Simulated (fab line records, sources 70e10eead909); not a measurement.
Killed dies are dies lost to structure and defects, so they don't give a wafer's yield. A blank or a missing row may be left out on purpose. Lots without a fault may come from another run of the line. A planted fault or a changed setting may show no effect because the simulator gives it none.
Chamber matching | flow nand_harc | NHARC_A_CONTACT_ETCH_90 on rie_diel-12: 4 sister chambers
The step etches the open film in CH3F/O2, target depth 40 nm, time 85.7 s. 33 wafers are shown with their chamber, then 12 later ones without.

WAFERS WITH THEIR CHAMBER
wafer  | chamber | showerhead_plenum_p_Torr (Torr) | rf_vpp_V (V) | o2_flow_sccm (sccm)
L074.1 | 3       | 2.57                            | 247.3        | 29.86
L074.5 | 0       | 2.55                            | 245.0        | 30.03
L074.6 | 1       | 2.59                            | 246.6        | 29.98
L075.1 | 3       | 2.57                            | 245.8        | 30.10
L075.2 | 0       | 2.55                            | 244.3        | 30.01
L075.6 | 1       | 2.59                            | 246.2        | 30.02
L076.2 | 1       | 2.59                            | 246.3        | 30.04
L076.4 | 0       | 2.55                            | 245.4        | 30.00
L076.5 | 3       | 2.57                            | 246.6        | 29.98
L080.3 | 1       | 2.58                            | 247.0        | 30.07
L080.4 | 2       | 2.30                            | 242.4        | 29.99
L080.5 | 0       | 2.55                            | 246.1        | 30.00
L079.2 | 1       | 2.58                            | 244.7        | 30.14
L079.4 | 3       | 2.57                            | 246.0        | 29.92
L079.6 | 1       | 2.58                            | 247.2        | 29.88
L081.1 | 0       | 2.55                            | 245.5        | 30.05
L081.2 | 3       | 2.56                            | 245.2        | 30.00
L081.6 | 0       | 2.55                            | 245.6        | 29.95
L082.1 | 3       | 2.56                            | 246.6        | 29.95
L082.2 | 1       | 2.58                            | 247.1        | 29.99
L082.6 | 0       | 2.55                            | 246.5        | 30.04
L084.2 | 0       | 2.55                            | 245.8        | 30.04
L084.3 | 2       | 2.30                            | 242.3        | 29.90
L084.5 | 0       | 2.55                            | 245.1        | 30.11
L086.3 | 0       | 2.55                            | 246.0        | 29.83
L086.4 | 1       | 2.58                            | 245.3        | 29.98
L086.5 | 3       | 2.56                            | 245.2        | 29.97
L087.1 | 2       | 2.30                            | 242.3        | 29.94
L087.2 | 0       | 2.55                            | 244.6        | 29.97
L087.5 | 3       | 2.56                            | 244.8        | 30.06
L089.2 | 0       | 2.55                            | 245.5        | 29.88
L089.4 | 3       | 2.56                            | 246.5        | 30.05
L089.6 | 0       | 2.55                            | 244.6        | 29.96

SIGNATURES (means of the wafers above)
reading                  | chamber 0 | chamber 1 | chamber 2 | chamber 3 | scatter within a chamber
showerhead_plenum_p_Torr | 2.5500    | 2.5838    | 2.3000    | 2.5644    | 0.00376
rf_vpp_V                 | 245.385   | 246.300   | 242.333   | 246.000   | 0.744
o2_flow_sccm             | 29.9900   | 30.0125   | 29.9433   | 29.9878   | 0.0731
Rule: a wafer's distance from a chamber is the root of the sum, over the readings, of the square of ((its reading less the chamber's mean) divided by the reading's scatter). The wafer belongs to the nearest chamber; if the next one is less than 2 further off, it can't be placed. The scatter: the root of (the sum of the squares of (reading less its chamber's mean) over the shown wafers, divided by (wafers less chambers)).

WAFERS WITHOUT THEIR CHAMBER
wafer  | showerhead_plenum_p_Torr (Torr) | rf_vpp_V (V) | o2_flow_sccm (sccm)
L091.1 | 2.55                            | 245.8        | 30.11
L091.2 | 2.58                            | 245.2        | 30.08
L091.5 | 2.56                            | 246.3        | 30.01
L093.1 | 2.58                            | 247.6        | 29.84
L093.3 | 2.54                            | 245.4        | 30.00
L093.6 | 2.29                            | 240.8        | 29.99
L096.2 | 2.56                            | 245.7        | 30.19
L096.4 | 2.57                            | 245.4        | 30.00
L096.6 | 2.56                            | 244.8        | 30.06
L097.1 | 2.29                            | 240.9        | 29.97
L097.3 | 2.56                            | 245.8        | 30.06
L097.5 | 2.54                            | 245.8        | 29.98

WHICH CHAMBER EACH WENT THROUGH
wafer  | from the rows above     | in truth
L091.1 | 0                       | 0
L091.2 | 1                       | 1
L091.5 | can't be placed: 3 or 0 | 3
L093.1 | can't be placed: 1 or 3 | 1
L093.3 | 0                       | 0
L093.6 | 2                       | 2
L096.2 | can't be placed: 3 or 0 | 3
L096.4 | 3                       | 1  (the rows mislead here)
L096.6 | can't be placed: 3 or 0 | 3
L097.1 | 2                       | 2
L097.3 | can't be placed: 3 or 0 | 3
L097.5 | 0                       | 0
Placed correctly: 6 of 12. Can't be placed from these rows: 5 (the true chamber is among the candidates in 5). Placed wrongly: 1.
